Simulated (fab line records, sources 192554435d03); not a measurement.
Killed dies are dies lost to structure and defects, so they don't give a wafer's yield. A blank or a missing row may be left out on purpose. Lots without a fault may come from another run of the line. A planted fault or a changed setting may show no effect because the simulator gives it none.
fab line records | flow n5_finfet
record lots=4 wafers=12 last_day=18
route steps=1938 shown HKMG_FIN@395 BEOL_M4@1111 PASSIVATION@1936
lots that met no fault: from a run of the same line without faults
start_h: hours from the record's first day to the start of the lot's first wafer shown | wait_h: hours since the lot's step before | " the same as in the row above | L1.1+2: a row that stands for several wafers | - no value, or no start given | * or withheld: withheld | < > ~ a bound
route shown NAME@n: a module of which the file shows steps, and the number in the route of the first | usual: mean/standard deviation of fault-free wafers | same: alike in all rows | chamber/n: place in a boat | sites: the reading at each site | _std_site: their standard deviation | _edge_site: outer sites' mean less inner sites' | radius_mm: how far each site lies from the wafer's centre | mask NAME#n: copy n | behind: the tool/chamber that last shaped the wafer | hold: why the lot was held/for how many hours/how that ended | device: the transistor (n, p or np) that didn't switch | end of line: the same wafers' tests at the end of the route | a step without rows: its recipe alone | killed: dies lost to structure and defects at the first sort, not the wafer's yield | map: a wafer's dies, x killed, . not, _ none there
set.NAME: the setting as run; set.NAME@STEP: as run at that earlier step | model.NAME: the simulator's own value behind a step, which no gauge read
lots at some steps of the route; a table a step, a row a wafer
services: from which hour (start_h, from the record's first day; less than 0 if before it) a tool's chamber was out of use, for how many hours, and why
## steps
# step N5_HKMG_FIN_EXPOSE_46
# recipe mask_id=NDIPOLE na=1.35 source_shape=conventional sigma_outer=0.8 polarization=unpolarized dose_mj=40
# step N5_HKMG_FIN_PEB_47
# recipe peb_temp_c=withheld peb_time_s=60 resist=CAR-ArF
# step N5_HKMG_FIN_DEVELOP_48
# recipe develop_time_s=30 developer=TMAH resist=CAR-ArF rinse_liquid=diw dry=air_spin dev_temp_c=23
# step N5_HKMG_FIN_DESCUM_53
# recipe chemistry=O2 time_s=7.9 source_power_w=50 bias_power_w=20 pressure_mtorr=20 rf_frequency_hz=2.712e+07 temp_c=40 resist=CAR-ArF o2_flow_sccm=225
# step N5_HKMG_FIN_ETCH_54
# recipe chemistry=CF4 target=SiARC target_depth_a=455 mask_material=CAR-ArF time_s=75.8 ion_energy_ev=80 pressure_mtorr=40 source_w=545 bias_w=36 Ar_flow_sccm=100 cf4_flow_sccm=100 ends=cleared
# step N5_HKMG_FIN_ETCH_55
# recipe chemistry=N2/H2 target=SOC target_depth_a=2400 temp_c=40 time_s=300 ion_energy_ev=200 mask_material=SiARC pressure_mtorr=30 source_w=840 bias_w=150 n2_flow_sccm=200 h2_flow_sccm=200
# step N5_HKMG_FIN_STRIP_56
# recipe chemistry=N2/H2 temp_c=40 n2_flow_sccm=200 h2_flow_sccm=200 rf_frequency_hz=6e+07
# step N5_HKMG_FIN_STRIP_57
# recipe chemistry=CF4 resist=SiARC power_w=300 bias_power_w=75 pressure_mtorr=50 cf4_flow_sccm=150 rf_frequency_hz=6e+07
# step N5_HKMG_FIN_ETCH_58
# recipe chemistry=N2/H2 target=SOC target_depth_a=2158 ion_energy_ev=50 bias_w=13 time_s=741 pressure_mtorr=30 source_w=875 n2_flow_sccm=200 h2_flow_sccm=200
# step N5_HKMG_FIN_STRIP_93
# recipe chemistry=N2/H2 material=SOC time_s=20 power_w=500 temp_c=40 pressure_mtorr=50 rf_frequency_hz=6e+07 bias_power_w=8 h2_frac=0.5 n2_flow_sccm=300 h2_flow_sccm=300
# usual drypump_motor_current_A=5.6/0.51 oes_product_au=0.82/0.085 rf_vpp_V=54.1/0.95 showerhead_plenum_p_Torr=3.37/0.12 throttle_valve_pct=18.8/0.35
# columns lot.wafer tool chamber start_h wait_h drypump_motor_current_A oes_product_au rf_hours_counter_h rf_vpp_V showerhead_plenum_p_Torr throttle_valve_pct
L842.1 rie_diel-03 1 89.30 0.2 6.3 0.83 70 53.8 3.39 18.2
L842.5 " 0 " " 5.2 0.82 - 55.0 3.51 18.7
L842.6 " 3 " " 5.7 0.85 - 53.2 3.27 18.8
L846.2 rie_diel-06 2 112.72 0.2 5.4 0.71 220 53.2 3.43 18.9
L846.3 " 0 " " 5.3 0.68 250 54.5 3.44 19.5
L846.5 " 2 " " 5.4 0.72 - 53.0 3.43 18.9
L847.2 rie_diel-03 1 122.86 0.2 6.3 0.82 77 54.8 3.38 18.2
L847.4 " 0 " " 5.2 0.81 85 54.6 3.50 18.7
L847.5 " 3 " " 5.7 0.84 - 53.1 3.26 18.8
L860.1 rie_diel-03 3 199.32 0.2 5.7 0.81 101 52.9 3.25 18.9
L860.3 " 1 " " 6.2 0.79 105 53.8 3.37 18.3
L860.6 " 2 " " 5.6 0.81 - 53.3 3.25 19.3
# step N5_HKMG_FIN_WET_ETCH_76
# recipe chemistry=dNH4OH mix=1:50 temp_c=25 target=Al2O3 stop_on=La2O3 target_depth_nm=2.25 dry=ipa_marangoni rinse_time_s=30 rinse_temp_c=23
# step N5_HKMG_FIN_STRIP_60
# recipe chemistry=N2/H2 power_w=2500 temp_c=300 h2_frac=0.65 time_s=360 pressure_mtorr=withheld n2_flow_sccm=1750 h2_flow_sccm=3250
# step N5_HKMG_FIN_WET_ETCH_77
# recipe chemistry=dHCl mix=1:10000 temp_c=25 target=La2O3 stop_on=HfO2 target_depth_nm=2
# step N5_HKMG_FIN_WET_ETCH_78
# recipe chemistry=dNH4OH mix=1:50 temp_c=25 target=Al2O3 stop_on=La2O3 target_depth_nm=4.5 dry=ipa_marangoni rinse_time_s=30 rinse_temp_c=23
# step N5_HKMG_FIN_ALD_79
# recipe material=TiN target_thk_a=15 temp_c=400 ald_precursor_family=TiCl4 ald_co_reactant=NH3 pulse_time_s=1 purge_time_s=3 co_reactant_purge_time_s=2 co_reactant_pulse_time_s=2 ald_cycles=68 pressure_torr=3
# step N5_HKMG_FIN_CVD_62
# recipe material=a-Si target_thk_a=30 temp_c=500 precursor=Si2H6 pressure_torr=1 time_s=20.8
# step N5_HKMG_FIN_RTA_80
# recipe temp_c=withheld time_s=2 ambient=N2 idle_temp_c=600 ramp_up_c_per_s=150 ramp_down_c_per_s=60 cool_to_c=600
# step N5_HKMG_FIN_PRECLEAN_64
# recipe chemistry=dHF time_s=30 temp_c=25 dilution=withheld
# step N5_HKMG_FIN_WET_ETCH_65
# recipe chemistry=TMAH temp_c=70 conc_wt_pct=5 target=a-Si stop_on=TiN time_s=49 target_depth_nm=3
# step N5_HKMG_FIN_WET_ETCH_81
# recipe chemistry=SC1 target=TiN stop_on=HfO2 mix=1:1:5 temp_c=60 time_s=57 target_depth_nm=6
# step N5_HKMG_FIN_WET_ETCH_82
# recipe chemistry=dHCl mix=1:10000 temp_c=25 target=La2O3 stop_on=HfO2 target_depth_nm=2 dry=ipa_marangoni rinse_time_s=30 rinse_temp_c=23
# step N5_HKMG_FIN_ALD_36
# recipe material=TiN target_thk_a=10 temp_c=400 ald_precursor_family=TiCl4 ald_co_reactant=NH3 pulse_time_s=1 purge_time_s=3 co_reactant_purge_time_s=2 co_reactant_pulse_time_s=2 ald_cycles=47 pressure_torr=3
# step N5_HKMG_FIN_PWFM_ALD_03
# recipe material=TiN target_thk_a=20 temp_c=400 ald_precursor_family=TiCl4 ald_co_reactant=NH3 pulse_time_s=1 purge_time_s=3 co_reactant_purge_time_s=2 co_reactant_pulse_time_s=2 ald_cycles=91 pressure_torr=3
# step N5_HKMG_FIN_COAT_29
# recipe resist=SOC temp_c=250 time_s=60 spin_rpm=1500 resist_thk_nm=300
# step N5_HKMG_FIN_COAT_30
# recipe resist=SiARC temp_c=220 time_s=60 spin_rpm=1500 resist_thk_nm=35
# step N5_HKMG_FIN_COAT_06
# recipe resist=CAR-ArF spin_rpm=1500 resist_thk_nm=90
# step N5_HKMG_FIN_EBR_08
# recipe solvent=PGMEA ebr_width_mm=1.5
# step N5_HKMG_FIN_SOFTBAKE_07
# recipe temp_c=110 time_s=60 resist=CAR-ArF
# step N5_HKMG_FIN_EXPOSE_09
# recipe mask_id=NWFM na=1.35 source_shape=conventional sigma_outer=0.8 polarization=unpolarized dose_mj=39.25
# step N5_HKMG_FIN_PEB_10
# recipe peb_temp_c=withheld peb_time_s=60 resist=CAR-ArF
# step N5_HKMG_FIN_DEVELOP_11
# recipe develop_time_s=30 developer=TMAH resist=CAR-ArF dev_temp_c=23 rinse_liquid=diw dry=air_spin
# step N5_HKMG_FIN_INSPECT_14
# recipe mode=adi inspect_instrument=macro
# usual raw_defect_count=2.2/1.6
# columns lot.wafer tool chamber start_h wait_h raw_defect_count
L842.1 defect_inspect-02 - 91.98 0.0 >300
L842.5 " - " " 1
L842.6 " - " " 2
L846.2 defect_inspect-01 - 115.38 0.0 3
L846.3 " - " " 3
L846.5 " - " " 4
L847.2 defect_inspect-02 - 125.49 0.0 >300
L847.4 " - " " 5
L847.5 " - " " 1
L860.1 defect_inspect-02 - 201.93 0.0 0
L860.3 " - " " 0
L860.6 " - " " 3
# step N5_HKMG_FIN_DESCUM_17
# recipe chemistry=O2 time_s=7.9 source_power_w=50 bias_power_w=20 pressure_mtorr=20 rf_frequency_hz=2.712e+07 temp_c=40 resist=CAR-ArF o2_flow_sccm=225
# step N5_BEOL_M4_RC_MEAS_101
# usual DIBL_N=36.0/2.2 DIBL_P=36.2/2.4 IOFF_N=0.16/0.035 IOFF_P=0.21/0.037 ION_N=672/13 ION_P=461/7 SS_N=71.4/0.69 SS_P=73.2/0.75 VT_N=250/3.4 VT_P=-251/3
# columns lot.wafer tool chamber start_h wait_h DIBL_N[mV/V] DIBL_P[mV/V] IOFF_N[nA/um] IOFF_P[nA/um] ION_N[uA/um] ION_P[uA/um] SS_N[mV/dec] SS_P[mV/dec] VT_N[mV] VT_P[mV]
L842.1 prober-01 0 207.81 0.1 36.6 36.3 0.14 0.21 674 464 71.2 72.9 252 -248
L842.5 " 0 " " 34.6 33.4 0.10 0.17 655 461 70.7 71.9 259 -250
L842.6 " 0 " " 36.5 36.1 0.13 0.21 671 468 71.8 72.7 252 -248
L846.2 prober-02 0 235.85 0.2 37.9 39.0 0.19 0.27 677 463 71.8 74.1 246 -249
L846.3 " 0 " " 34.0 33.4 0.13 0.17 679 462 69.7 72.4 249 -250
L846.5 " 0 " " 38.6 39.8 0.23 0.29 692 477 71.1 74.2 241 -245
L847.2 prober-01 0 240.85 0.2 36.1 36.7 0.15 0.19 676 460 71.7 73.5 249 -252
L847.4 " 0 " " 35.8 36.0 0.15 0.18 647 445 72.5 73.0 253 -253
L847.5 " 0 " " 37.6 37.9 0.18 0.22 682 462 71.8 73.2 248 -251
L860.1 prober-02 0 333.77 0.0 37.3 34.7 0.16 0.23 680 469 71.4 72.3 247 -246
L860.3 " 0 " " 38.3 36.8 0.18 0.26 691 480 71.2 74.1 248 -245
L860.6 " 0 " " 37.3 34.7 0.16 0.22 675 466 71.4 72.6 250 -246
# step N5_PASSIVATION_PROBE_49
# usual defect_limited_yield=91.2/1.4 killed_at_M0_to_M3=34/9.4 killed_at_M4_up=14/5.6 killed_at_contacts=13/7.8 killed_at_front_end=37/10 killed_at_other=4/3.3 killed_dies=103/17 killed_on_rim=14/3.5 killed_open=68/13 killed_short=33/8.2 sort_bin_5_function=5.1/0.92 sort_bin_6_memory=3.3/0.71 sort_n_pass=1077/17 sort_yield_pct=91.2/1.4
# same gross_dies=1180 killed_at_back_side=0 sort_bin_4_leakage[%]=0 sort_bin_8_speed[%]=0
# columns lot.wafer tool chamber start_h wait_h defect_limited_yield[%] killed_at_M0_to_M3 killed_at_M4_up killed_at_contacts killed_at_front_end killed_at_other killed_dies killed_on_rim killed_open killed_short sort_bin_5_function[%] sort_bin_6_memory[%] sort_n_pass sort_yield_pct[%]
L842.1 prober-02 - 309.04 0.0 81.0 27 22 24 147 4 224 35 93 49 10.6 5.7 956 81.0
L847.2 prober-02 - 347.19 0.1 86.4 22 11 8 119 1 161 26 45 26 9.0 2.8 1019 86.4
L847.4 prober-02 - 347.29 0.2 90.2 49 12 17 38 0 116 16 74 41 5.7 3.6 1064 90.2
L847.5 prober-02 - 347.34 0.2 94.4 30 1 8 24 3 66 5 43 23 3.0 2.2 1114 94.4
L860.1 prober-01 - 441.21 0.2 89.2 58 11 11 45 2 127 20 83 39 5.8 4.0 1053 89.2
L860.3 prober-01 - 441.31 0.3 92.1 34 15 15 29 0 93 20 58 35 4.6 2.8 1087 92.1
L860.6 prober-01 - 441.46 0.5 90.9 37 10 19 40 1 107 16 69 29 5.3 2.5 1073 90.9
# killed by level:class
L842.1 HKMG_FIN:unspecified=82 STI_FIN_REVEAL:geometric_particle:open=21 MOL_CONTACT_COAG:geometric_particle:open=18 FIN_SAQP:geometric_particle:short=17 BEOL_M4:geometric_particle:open=11 FIN_SAQP:geometric_particle:open=10 BEOL_M0_SAQP:geometric_particle:open=7 BEOL_M4:geometric_particle:short=7
L847.2 HKMG_FIN:unspecified=87 BEOL_M3:geometric_particle:open=8 BEOL_M4:geometric_particle:open=6 ILD0:geometric_particle:short=5 MOL_CONTACT_COAG:geometric_particle:open=5 STARTING-WAFER:geometric_particle:open=5 DUMMY_GATE:geometric_particle:open=4 STARTING-WAFER:geometric_particle:short=4
L847.4 BEOL_M0_SAQP:geometric_particle:short=15 MOL_CONTACT_COAG:geometric_particle:open=13 STI_FIN_REVEAL:geometric_particle:open=12 BEOL_M0:geometric_particle:short=8 DUMMY_GATE:geometric_particle:open=7 BEOL_M0_SAQP:geometric_particle:open=7 BEOL_M3:geometric_particle:open=6 FIN_SAQP:geometric_particle:open=5
L847.5 BEOL_M0_SAQP:geometric_particle:open=13 FIN_SAQP:geometric_particle:short=4 STI_FIN_REVEAL:geometric_particle:open=4 MOL_CONTACT_COAG:geometric_particle:short=4 MOL_CONTACT_COAG:geometric_particle:open=4 BEOL_M0_SAQP:geometric_particle:short=4 BEOL_M2:geometric_particle:open=4 BEOL_M3:geometric_particle:open=4
L860.1 BEOL_M1:geometric_particle:open=14 BEOL_M0_SAQP:geometric_particle:open=13 BEOL_M3:geometric_particle:open=12 GATE_CUT:geometric_particle:short=11 STI_FIN_REVEAL:geometric_particle:open=10 MOL_CONTACT_COAG:geometric_particle:open=7 DUMMY_GATE:geometric_particle:open=6 BEOL_M0_SAQP:geometric_particle:short=6
L860.3 BEOL_M4:geometric_particle:open=10 BEOL_M1:geometric_particle:open=9 MOL_CONTACT_COAG:geometric_particle:open=8 MOL_CONTACT_COAG:geometric_particle:short=7 BEOL_M0_SAQP:geometric_particle:short=7 DUMMY_GATE:geometric_particle:open=6 BEOL_M0_SAQP:geometric_particle:open=5 BEOL_M1:geometric_particle:short=5
L860.6 MOL_CONTACT_COAG:geometric_particle:open=17 BEOL_M3:geometric_particle:open=11 STI_FIN_REVEAL:geometric_particle:open=10 BEOL_M3:geometric_particle:short=8 HKMG_FIN:area_etch=8 DUMMY_GATE:geometric_particle:open=7 BEOL_M0_SAQP:geometric_particle:short=7 BEOL_M4:geometric_particle:open=6
# map L842.1 (x killed, . not)
_________________x...........________________
______________...x........x..x.._____________
___________.......x...x....x.......__________
__________..........x.x....x.....x.x_________
________.................x.......x...._______
_______..............x...............x.______
______.............xx........xxx...x...._____
_____x........................x.......x..____
____........x.......x...x...x..........x.x___
___.x.....x.xxx................x........x..__
___..........xx..xxx...x.x..x..........x.x.__
__......................x..................._
__.....x..x.....................x.x.x......._
_.....x.................x..........x...x.....
_.xx..............x....x.x...x...............
_....................................x..x....
_xxxxx..x............x...........x.......xx..
_..x.xx..x.........x.x..x..x...............x.
_.x.x....x..........x..............x........x
_xxxxxxx...xx............x.x.......x.........
_.xxxxxxxxx..............x....x.x.x.x........
__xxxxxxxxxxx.........x..x....x...x.....x..x_
__xxxxxxxxxxx..x.x........x....x......x....._
___xxxxxxxxxxx.........x.....x.........x.x.__
___xxxxxxxxxx.x...x........................__
____xxxxxxxxx......x......................___
_____xxxxxxx....................x..x...x.____
______xxx.....x..........x..x.x......x.._____
_______.x......x........x....x.........______
________x.x.x.x...............x......._______
__________x....x....x..........x...._________
___________xx..............x.....x.__________
______________..............x..x_____________
_________________............________________
# map L847.2 (x killed, . not)
_________________............________________
______________...............x.._____________
___________........................__________
__________...x.x.x..............x..x_________
________x.........x.........x........._______
_______.........x.....x.....x..........______
______.................x................_____
_____x.....x...............xx............____
____......................................___
___.......x..........x.....................__
___.............x........................x.__
__................x........................._
__....x..............x............x........._
_...................................x........
_.........xx........x...x........x.x..x......
_..x............................x..x........x
_.....x..x..x..................x.............
_....x.....x......................x.....x....
_...xx.x.x.x..xx.............x.........x.....
_xx..xxxxxx..........x............x...x......
_xxxxxxxxxxxx................x.........x.....
__xxxxxxxxxxx..x........................x..._
__xxxxxxxxxxxx.............................._
___xxxxxxxxx..............x.......x..x.....__
___xxxxxxx..x.x.........x................x.__
____xxxxxxxxx.................x...........___
_____xxxxxx...xx........................x____
______.x.x.x............................_____
_______x......x........................______
________..x..........................._______
__________...............x.........._________
___________...........x............__________
______________.x...x....xxx....._____________
_________________.......x..x.________________
## services
# columns tool chamber start_h hours kind
rie_diel-06 3 70.48 - clean
rie_diel-06 3 70.48 - consumable_replace:focus_ring
rie_diel-06 3 70.48 - consumable_replace:showerhead
rie_diel-06 3 70.48 28.0 scheduled_down
rie_diel-06 3 70.48 28.0 vent_cycle
rie_diel-03 0 72.76 9.1 repair
rie_diel-06 - 74.08 0.7 repair
rie_diel-06 0 112.78 - clean
rie_diel-06 0 112.78 - consumable_replace:focus_ring
rie_diel-06 0 112.78 17.8 scheduled_down
rie_diel-06 0 112.78 17.8 vent_cycle
## key
first_sign step=N5_HKMG_FIN_INSPECT_14 reading=raw_defect_count direction=up sigmas=99+ usual=2.2 struck=>300
effect step=N5_PASSIVATION_PROBE_49 reading=killed_at_front_end direction=up sigmas=9.2 usual=37 struck=133
more_kills_born_at N5_HKMG_FIN_STRIP_93@rie_diel-03=169
met_at N5_HKMG_FIN_STRIP_93
struck_wafers L842.1,L847.2
fault kind=chamber_particle_source tool=rie_diel-03 chamber=1 onset_h=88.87 steps=N5_HKMG_FIN_STRIP_93 rate_per_visit_cm2=0.72334 end_h=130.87
